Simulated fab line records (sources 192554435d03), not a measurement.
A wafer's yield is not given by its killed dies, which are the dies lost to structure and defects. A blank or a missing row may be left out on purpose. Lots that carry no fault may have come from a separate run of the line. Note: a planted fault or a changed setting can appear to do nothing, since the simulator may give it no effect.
fab line records	flow n5Finfet
[record] lots = 7	wafers = 19	lastDay = 21
route steps=1938 shown BEOL_M8@1336 PASSIVATION@1936
lots that met no fault: from a run of the same line without faults
startH: hours from the record's opening day to when the first of the lot's shown wafers began	waitH: hours from the lot's prior step to this one	" identical to the entry in the row above	L1.1+2: one row covering several wafers at once	- no value, or no start was given	* or withheld: withheld	< > ~ a bound
route shown NAME@n: a module of which the file shows steps, and the number in the route of the first	usual: the fault-free wafers' mean and standard deviation	same: alike in all rows	chamber/n: place in a boat	sites: readings site by site	_std_site: standard deviation across them	_edge_site: outer sites' mean less inner sites'	radiusMm: for every site, how far away it sits from the centre of the wafer	mask NAME#n: copy n	behind: the most recent tool/chamber to have shaped the wafer	hold: what put the lot on hold/how long, in hours/how the hold closed	device: whichever transistor did not switch (one of n, p or np)	end of line: tests run on the same wafers once the route is complete	for a step that has no rows: nothing shown but its recipe	killed: not the wafer's yield, but the dies lost to structure and defects at the first sort	map: per-die view of a wafer (x killed, . not killed, _ where there is no die)
set.NAME: the run value of the setting; set.NAME@STEP: its run value at that earlier step	model.NAME: the simulator's own value behind a step, which no gauge read
lots seen at some steps along the route; tables by step, rows by wafer
services: from which hour (startH, from the record's first day; less than 0 if before it) a tool's chamber was out of use, for how many hours, and why
[[steps]]
[step N5_BEOL_M8_HM_DEP_02]
[recipe] material = TiN	targetThkA = 200	tempC = 25	chamberPressurePa = 0.49996
[usual] substrateTempC = 24.99/0.11	throttleValvePct = 30.0/1.1
lot.wafer	tool	chamber	startH	waitH	substrateTempC	throttleValvePct
L821.1	pvdSputter-02	-	305.95	0.2	25.03	28.8
L821.2	"	-	"	"	25.00	29.9
L821.6	"	-	"	"	24.96	30.4
L826.1	pvdSputter-03	-	311.91	1.2	24.83	31.9
L826.5	"	-	"	"	25.13	28.8
L826.6	"	-	"	"	24.95	30.1
L838.1	pvdSputter-02	-	378.20	0.8	24.89	30.7
L838.2	"	-	"	"	24.94	30.3
L838.5	"	-	"	"	25.12	29.0
L834.3	pvdSputter-01	-	385.02	1.3	24.89	29.7
L834.5	"	-	"	"	25.04	30.2
L837.1	pvdSputter-02	-	391.34	1.6	25.03	30.5
L837.5	"	-	"	"	24.85	30.2
L842.2	pvdSputter-03	-	423.26	1.0	24.87	28.5
L842.4	"	-	"	"	24.94	29.9
L842.5	"	-	"	"	25.04	28.5
L844.1	pvdSputter-03	-	434.42	1.5	25.07	30.1
L844.4	"	-	"	"	25.12	28.7
L844.5	"	-	"	"	25.08	32.0
[step N5_BEOL_M8_COAT_59]
[recipe] resist = SOC	tempC = 250	timeS = 60	spinRpm = 1500	resistThkNm = 100
[step N5_BEOL_M8_COAT_60]
[recipe] resist = SiARC	tempC = 220	timeS = 60	spinRpm = 1500	resistThkNm = 35
[step N5_BEOL_M8_COAT_05]
[recipe] resist = CAR-ArF	spinRpm = 1500	resistThkNm = 90
[step N5_BEOL_M8_EBR_07]
[recipe] solvent = PGMEA	ebrWidthMm = 1.5
[step N5_BEOL_M8_SOFTBAKE_06]
[recipe] tempC = 110	timeS = 60	resist = CAR-ArF
[step N5_BEOL_M8_EXPOSE_08]
[recipe] maskId = M8	na = 1.35	sourceShape = dipole	sigmaInner = 0.817	sigmaOuter = 0.97	polarization = te	doseMj = 68.25
[step N5_BEOL_M8_PEB_09]
[recipe] pebTempC = withheld	pebTimeS = 60	resist = CAR-ArF
[step N5_BEOL_M8_DEVELOP_10]
[recipe] developTimeS = 30	developer = TMAH	resist = CAR-ArF	rinseLiquid = diw	dry = airSpin	devTempC = 23
[step N5_BEOL_M8_CD_MEAS_11]
[recipe] targetCdNm = 38.5	landingEnergyEv = 500	detector = seInlens	polarity = opening
[usual] cdNm = 37.9/0.56
lot.wafer	tool	chamber	startH	waitH	cdNm
L821.1	cdSem-02	0	306.45	-	37.3
L821.2	"	0	"	"	38.8
L821.6	"	0	"	"	37.6
L826.1	cdSem-01	0	312.29	-	38.3
L826.5	"	0	"	"	37.4
L826.6	"	0	"	"	36.9
L838.1	cdSem-01	0	378.57	-	38.4
L838.2	"	0	"	"	38.1
L838.5	"	0	"	"	38.2
L834.3	cdSem-03	0	385.62	-	38.4
L834.5	"	0	"	"	37.6
L837.1	cdSem-02	0	391.71	-	38.7
L837.5	"	0	"	"	38.3
L842.2	cdSem-01	0	423.76	-	38.0
L842.4	"	0	"	"	37.8
L842.5	"	0	"	"	38.0
L844.1	cdSem-02	0	435.83	-	38.9
L844.4	"	0	"	"	39.0
L844.5	"	0	"	"	38.6
[step N5_BEOL_M8_OVL_MEAS_12]
[recipe] pointsPerWafer = 44
[usual] M8_OVL = 0.8/0.8
lot.wafer	tool	chamber	startH	waitH	M8_OVL[nm]
L821.1	overlay-01	0	306.48	0.0	-0.5
L821.2	"	0	"	"	-0.6
L821.6	"	0	"	"	-0.7
L826.1	overlay-01	0	312.32	0.0	1.9
L826.5	"	0	"	"	1.4
L826.6	"	0	"	"	1.8
L838.1	overlay-01	0	378.60	0.0	0.2
L838.2	"	0	"	"	0.3
L838.5	"	0	"	"	0.9
L834.3	overlay-01	0	385.65	0.0	0.9
L834.5	"	0	"	"	-0.2
L837.1	overlay-02	0	391.74	0.0	-1.1
L837.5	"	0	"	"	0.1
L842.2	overlay-02	0	423.79	0.0	-0.4
L842.4	"	0	"	"	-0.5
L842.5	"	0	"	"	1.1
L844.1	overlay-02	0	435.86	0.0	0.1
L844.4	"	0	"	"	1.5
L844.5	"	0	"	"	0.9
[step N5_BEOL_M8_INSPECT_13]
[recipe] mode = adi	inspectInstrument = brightfield
[usual] rawDefectCount = 380/76
lot.wafer	tool	chamber	startH	waitH	rawDefectCount
L821.1	defectInspect-01	-	306.50	0.0	525
L821.2	"	-	"	"	415
L821.6	"	-	"	"	395
L826.1	defectInspect-02	-	312.34	0.0	334
L826.5	"	-	"	"	307
L826.6	"	-	"	"	370
L838.1	defectInspect-01	-	378.63	0.0	460
L838.2	"	-	"	"	456
L838.5	"	-	"	"	303
L834.3	defectInspect-01	-	385.67	0.0	420
L834.5	"	-	"	"	438
L837.1	defectInspect-02	-	391.76	0.0	296
L837.5	"	-	"	"	272
L842.2	defectInspect-01	-	423.81	0.0	403
L842.4	"	-	"	"	379
L842.5	"	-	"	"	386
L844.1	defectInspect-01	-	435.88	0.0	457
L844.4	"	-	"	"	517
L844.5	"	-	"	"	373
[step N5_BEOL_M8_DESCUM_16]
[recipe] chemistry = O2	timeS = 7.9	sourcePowerW = 50	biasPowerW = 20	pressureMtorr = 20	rfFrequencyHz = 2.712e+07	tempC = 40	resist = CAR-ArF	o2FlowSccm = 225
[usual] drypumpMotorCurrentA = 6.0/0.4	oesProductAu = 0.80/0.077	rfVppV = 243.6/1.3	showerheadPlenumPTorr = 2.12/0.066	throttleValvePct = 20.37/0.21
lot.wafer	tool	chamber	startH	waitH	drypumpMotorCurrentA	oesProductAu	rfHoursCounterH	rfVppV	showerheadPlenumPTorr	throttleValvePct	model.CAR-ArF_of_BEOL_M8_COAT_05.thkNm
L821.1	rieDiel-05	0	307.01	0.5	5.7	0.75	104	244.7	2.20	20.14	83.4
L821.2	"	3	"	"	6.7	0.80	72	245.3	2.24	20.48	83.6
L821.6	"	0	"	"	5.7	0.77	-	243.9	2.20	20.14	83.6
L826.1	rieDiel-01	0	313.19	0.9	6.2	0.78	132	245.4	2.18	20.36	83.4
L826.5	"	2	"	"	5.5	0.70	-	242.9	2.05	20.21	83.8
L826.6	"	1	"	"	6.0	0.91	-	242.5	2.07	20.59	83.4
L838.1	rieDiel-05	3	378.75	0.1	6.7	0.79	101	244.1	2.22	20.52	83.4
L838.2	"	2	"	"	5.8	0.78	123	242.7	2.08	20.17	83
L838.5	"	2	"	"	5.8	0.78	-	244.0	2.08	20.18	82.8
L834.3	rieDiel-05	3	385.86	0.2	6.7	0.78	104	244.6	2.22	20.53	83
L834.5	"	3	"	"	6.7	0.78	-	245.5	2.22	20.53	82.2
L837.1	rieDiel-05	1	392.06	0.3	6.2	0.80	103	244.2	2.20	20.68	83.6
L837.5	"	2	"	"	5.8	0.77	-	242.3	2.07	20.18	82.8
L842.2	rieDiel-04	1	423.85	0.0	6.3	0.84	94	243.7	2.12	20.55	83.2
L842.4	"	0	"	"	5.1	0.85	59	242.0	2.04	20.38	83.6
L842.5	"	1	"	"	6.3	0.83	-	243.4	2.12	20.56	83.2
L844.1	rieDiel-01	2	435.92	0.0	5.5	0.89	28	242.4	2.04	20.01	83.4
L844.4	"	2	"	"	5.5	0.90	-	242.5	2.04	19.98	83.8
L844.5	"	0	"	"	6.2	0.73	-	244.6	2.16	20.44	83.6
[step N5_BEOL_M8_ETCH_61]
[recipe] chemistry = CF4	target = SiARC	targetDepthA = 455	maskMaterial = CAR-ArF	timeS = 75.8	ionEnergyEv = 80	pressureMtorr = 40	sourceW = 545	biasW = 36	Ar_flow_sccm = 100	cf4FlowSccm = 100	ends = cleared
[usual] drypumpMotorCurrentA = 6.0/0.4	etchRfOnTimeS = 75.8/2	oesProductAu = 0.68/0.066	rfVppV = 184.3/1.2	showerheadPlenumPTorr = 2.16/0.061	throttleValvePct = 15.52/0.14
lot.wafer	tool	chamber	startH	waitH	drypumpMotorCurrentA	etchRfOnTimeS	oesProductAu	rfHoursCounterH	rfVppV	showerheadPlenumPTorr	throttleValvePct	model.CAR-ArF_of_BEOL_M8_COAT_05.thkNm
L821.1	rieDiel-05	0	307.04	0.0	5.7	75.2	0.66	104	184.8	2.24	15.33	50.8
L821.2	"	3	"	"	6.7	74.8	0.69	72	185.2	2.25	15.38	51
L821.6	"	0	"	"	5.7	74.6	0.66	-	184.8	2.24	15.32	51
L826.1	rieDiel-01	0	313.23	0.0	6.2	75.6	0.66	132	185.6	2.24	15.59	51
L826.5	"	2	"	"	5.5	76.0	0.60	-	183.3	2.11	15.62	51.2
L826.6	"	1	"	"	5.9	75.7	0.77	-	184.4	2.11	15.52	51
L838.1	rieDiel-05	3	378.78	0.0	6.7	74.7	0.67	101	185.6	2.23	15.45	50.8
L838.2	"	2	"	"	5.7	79.6	0.65	123	182.8	2.15	15.58	50.2
L838.5	"	2	"	"	5.7	78.9	0.66	-	184.5	2.15	15.57	50
L834.3	rieDiel-05	3	385.90	0.0	6.7	72.9	0.68	104	184.4	2.23	15.44	50.4
L834.5	"	3	"	"	6.7	72.6	0.69	-	186.2	2.23	15.45	49.8
L837.1	rieDiel-05	1	392.09	0.0	6.2	75.9	0.68	103	184.4	2.25	15.76	51
L837.5	"	2	"	"	5.8	78.0	0.66	-	184.2	2.15	15.58	50.2
L842.2	rieDiel-04	1	423.88	0.0	6.3	76.7	0.70	94	185.0	2.16	15.63	50.6
L842.4	"	0	"	"	5.1	74.0	0.73	59	183.9	2.08	15.53	51
L842.5	"	1	"	"	6.3	76.3	0.70	-	184.7	2.16	15.64	50.4
L844.1	rieDiel-01	2	435.95	0.0	5.5	74.1	0.77	28	183.8	2.10	15.25	51
L844.4	"	2	"	"	5.6	74.0	0.76	-	182.9	2.10	15.23	51.4
L844.5	"	0	"	"	6.2	76.7	0.62	-	184.3	2.22	15.70	51.2
[step N5_BEOL_M8_ETCH_62]
[recipe] chemistry = N2/H2	target = SOC	targetDepthA = 1100	overetchA = 220	maskMaterial = SiARC	tempC = 40	timeS = 165	ionEnergyEv = 200	pressureMtorr = 30	sourceW = 840	biasW = 150	n2FlowSccm = 200	h2FlowSccm = 200
[usual] drypumpMotorCurrentA = 6.0/0.4	h2FlowSccm = 200.0/0.58	oesProductAu = 0.68/0.06	rfVppV = 524.6/2.2	showerheadPlenumPTorr = 2.57/0.081	throttleValvePct = 17.79/0.24
lot.wafer	tool	chamber	startH	waitH	drypumpMotorCurrentA	h2FlowSccm	oesProductAu	rfHoursCounterH	rfVppV	showerheadPlenumPTorr	throttleValvePct
L821.1	rieDiel-05	0	307.10	0.0	5.7	199.3	0.65	104	527.4	2.65	17.36
L821.2	"	3	"	"	6.7	201.5	0.70	72	527.8	2.66	17.51
L821.6	"	0	"	"	5.7	200.7	0.66	-	526.1	2.65	17.36
L826.1	rieDiel-01	0	313.29	0.0	6.2	200.9	0.65	132	527.0	2.69	18.09
L826.5	"	2	"	"	5.6	199.0	0.59	-	522.4	2.52	17.80
L826.6	"	1	"	"	6.0	200.7	0.76	-	522.4	2.48	17.77
L838.1	rieDiel-05	3	378.84	0.0	6.7	200.2	0.67	101	527.1	2.65	17.55
L838.2	"	2	"	"	5.8	199.9	0.66	123	523.0	2.56	17.83
L838.5	"	2	"	"	5.8	200.1	0.66	-	526.1	2.56	17.84
L834.3	rieDiel-05	3	385.95	0.0	6.8	201.5	0.66	104	526.2	2.65	17.56
L834.5	"	3	"	"	6.7	201.3	0.67	-	525.6	2.65	17.55
L837.1	rieDiel-05	1	392.15	0.0	6.2	200.7	0.67	103	527.7	2.69	18.17
L837.5	"	2	"	"	5.8	199.4	0.66	-	525.9	2.56	17.86
L842.2	rieDiel-04	1	423.94	0.0	6.3	199.6	0.70	94	526.0	2.59	18.14
L842.4	"	0	"	"	5.1	199.9	0.72	59	522.1	2.48	17.84
L842.5	"	1	"	"	6.3	200.6	0.69	-	526.0	2.59	18.15
L844.1	rieDiel-01	2	436.01	0.0	5.5	199.8	0.74	28	522.0	2.50	17.52
L844.4	"	2	"	"	5.6	199.7	0.75	-	523.3	2.50	17.51
L844.5	"	0	"	"	6.2	200.1	0.62	-	525.7	2.67	18.17
[step N5_PASSIVATION_PROBE_49]
[usual] defectLimitedYield = 91.1/1.4	killed_at_M0_to_M3 = 34/9.6	killed_at_M4_up = 15/5.3	killedAtContacts = 12/6.1	killedAtFrontEnd = 40/11	killedAtOther = 3.5/2.8	killedDies = 105/17	killedOpen = 70/12	killedShort = 34/7.7	sort_bin_4_leakage = 0.01/0.07	sort_bin_5_function = 5.2/0.97	sort_bin_6_memory = 3.4/0.62	sortNPass = 1075/17	sortYieldPct = 91.1/1.4
[same] grossDies = 1180	killedAtBackSide = 0	sort_bin_8_speed[%] = 0
lot.wafer	tool	chamber	startH	waitH	defectLimitedYield[%]	killed_at_M0_to_M3	killed_at_M4_up	killedAtContacts	killedAtFrontEnd	killedAtOther	killedDies	killedOpen	killedShort	sort_bin_4_leakage[%]	sort_bin_5_function[%]	sort_bin_6_memory[%]	sortNPass	sortYieldPct[%]
L834.3	prober-01	-	454.57	0.4	88.6	43	17	22	48	4	134	89	39	0	6.3	4.3	1046	88.6
L834.5	prober-01	-	454.67	0.5	91.9	36	10	18	31	0	95	66	29	0	5.0	2.9	1085	91.9
L837.1	prober-01	-	456.93	0.0	93.1	29	15	6	30	1	81	45	21	0	3.3	2.2	1099	93.1
L837.5	prober-01	-	457.13	0.2	90.5	25	15	8	62	2	112	64	35	0	5.5	2.5	1068	90.5
// killed by level:class
L834.3 MOL_CONTACT_COAG:geometricParticle:open=18 BEOL_M4:geometricParticle:open=12 BEOL_M1:geometricParticle:open=10 BEOL_M2:geometricParticle:open=8 FIN_SAQP:geometricParticle:open=7 FIN_SAQP:geometricParticle:short=7 BEOL_M3:geometricParticle:open=6 STARTING-WAFER:geometricParticle:open=6
L834.5 MOL_CONTACT_COAG:geometricParticle:open=14 BEOL_M2:geometricParticle:open=14 BEOL_M1:geometricParticle:open=10 FIN_SAQP:geometricParticle:short=7 FIN_SAQP:geometricParticle:open=6 GATE_CUT:geometricParticle:open=5 STI_FIN_REVEAL:geometricParticle:open=4 MOL_CONTACT_COAG:geometricParticle:short=4
L837.1 HKMG_FIN:areaEtch=15 BEOL_M2:geometricParticle:open=10 BEOL_M0_SAQP:geometricParticle:short=8 BEOL_M0_SAQP:geometricParticle:open=6 MOL_CONTACT_COAG:geometricParticle:open=5 BEOL_M4:geometricParticle:open=4 DUMMY_GATE:geometricParticle:open=3 BEOL_M5:geometricParticle:open=3
L837.5 STI_FIN_REVEAL:geometricParticle:open=12 DUMMY_GATE:geometricParticle:open=12 HKMG_FIN:areaEtch=12 BEOL_M4:geometricParticle:open=8 FIN_SAQP:geometricParticle:short=7 MOL_CONTACT_COAG:geometricParticle:open=6 BEOL_M0_SAQP:geometricParticle:short=6 BEOL_M0_SAQP:geometricParticle:open=5
[[services]]
tool	chamber	startH	hours	kind
rieDiel-04	-	287.48	28.1	pm
rieDiel-01	1	310.36	2.1	repair
rieDiel-04	2	339.41	7.8	repair
rieDiel-01	2	354.43	-	clean
rieDiel-01	2	354.43	-	consumableReplace:focusRing
rieDiel-01	2	354.43	23.2	scheduledDown
rieDiel-01	2	354.43	23.2	ventCycle
rieDiel-05	0	359.21	8.0	repair
rieDiel-01	3	377.91	-	clean
rieDiel-01	3	377.91	-	consumableReplace:focusRing
rieDiel-01	3	377.91	30.8	scheduledDown
rieDiel-01	3	377.91	30.8	ventCycle
pvdSputter-02	-	409.67	7.3	repair
rieDiel-05	-	410.63	0.9	repair
pvdSputter-01	-	426.95	3.4	repair
rieDiel-01	3	432.33	4.8	repair
[[key]]
firstSign none at tools or gauges
[modelEffect] step = N5_BEOL_M8_DESCUM_16	value = CAR-ArF_of_BEOL_M8_COAT_05.thkNm	without = 83.55	struck = 82.7
[modelEffect] step = N5_BEOL_M8_ETCH_61	value = CAR-ArF_of_BEOL_M8_COAT_05.thkNm	without = 50.85	struck = 50.05
metAt N5_BEOL_M8_DESCUM_16
struckWafers L834.5,L837.5,L838.2,L838.5
[baselineLoss] step = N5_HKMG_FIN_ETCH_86	wafers = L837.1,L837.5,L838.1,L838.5
onsetBetween 307.01 378.75
[fault] kind = processParameterDrift	tool = rieDiel-05	chamber = -	onsetH = 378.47	steps = N5_BEOL_M8_DESCUM_16	channel = timeS	offset = *	shape = step	endH = 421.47	scope = struckWafersOnly	actsIn = *	stated = *
// baselineLoss: these wafers lose ten dies or more at that step, a loss of the line's own and not of a fault; the sort's usual values leave them out
